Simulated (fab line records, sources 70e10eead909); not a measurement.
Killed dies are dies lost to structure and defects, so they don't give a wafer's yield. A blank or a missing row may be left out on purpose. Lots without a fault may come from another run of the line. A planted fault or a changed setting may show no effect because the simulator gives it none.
A struck lot beside a sound one | flow nand_harc | 13 steps out of a route of 1302
Sound: wafers L786.4, L786.5, L786.6. Struck: wafers L794.1, L794.3, L794.6. The cause comes at the end.
At each step with rows: each side's tool, then ch and its chambers, then its first start. Under that, the readings that differ: sound wafers | struck wafers | difference of the means | sigmas: that difference in standard deviations of wafers without a fault.
alike: readings whose means differ by less than 2 such deviations, and words and numbers that are the same on both sides. not compared: withheld readings, readings that some wafer has no value for, bounds like >300 that may hide the same value, and numbers for which the record gives no deviation and whose values overlap.
The two part at a step that has a row with sigmas, a row that says differs or no value, or rows on one side only. Numbers that don't overlap but have no deviation are shown without sigmas and don't part them. A reading that every wafer of one side lacks parts them only if that side has two wafers or more.

first, 1 step without rows for these wafers: NHARC_THIN_TSV_SRD_23.
NHARC_THIN_TSV_DEGAS_53: time 60 s.
  sound on pvd_sputter-03, day 24 11:43; struck on pvd_sputter-01, day 27 16:38
  alike: heater_power_w
NHARC_THIN_TSV_PRE_CLEAN_54: time 30 s.
  sound on pvd_sputter-03, day 24 11:50; struck on pvd_sputter-01, day 27 16:41
  alike: heater_power_w
then, 8 steps without rows for these wafers: NHARC_THIN_TSV_PVD_55 (deposits TiN, target thk 50 nm); NHARC_THIN_TSV_PVD_24 (deposits Al, target thk 800 nm); NHARC_THIN_TSV_DEHYDRATE_25 (time 120 s); NHARC_THIN_TSV_HMDS_26 (time 30 s); NHARC_THIN_TSV_COAT_27; NHARC_THIN_TSV_SOFTBAKE_28 (time 95 s); NHARC_THIN_TSV_EBR_29; NHARC_THIN_TSV_EXPOSE_30 (exposes mask PAD).
NHARC_THIN_TSV_PEB_31: peb time 85 s.
  sound on litho_track-03 ch 0, day 24 12:39; struck on litho_track-03, day 27 17:41
  no value came back on the struck wafers for chill_plate_temp_C (C), exhaust_pa (Pa), peb_time_s (s), resist_line_temp_C (C); on the sound wafers chill_plate_temp_C (C) reads 23.22 23.10 23.26
then, 1 step without rows for these wafers: NHARC_THIN_TSV_DEVELOP_32 (time 70 s).

WHERE THEY PART
Only at NHARC_THIN_TSV_PEB_31, within this record.

WHY: what the simulator had put in
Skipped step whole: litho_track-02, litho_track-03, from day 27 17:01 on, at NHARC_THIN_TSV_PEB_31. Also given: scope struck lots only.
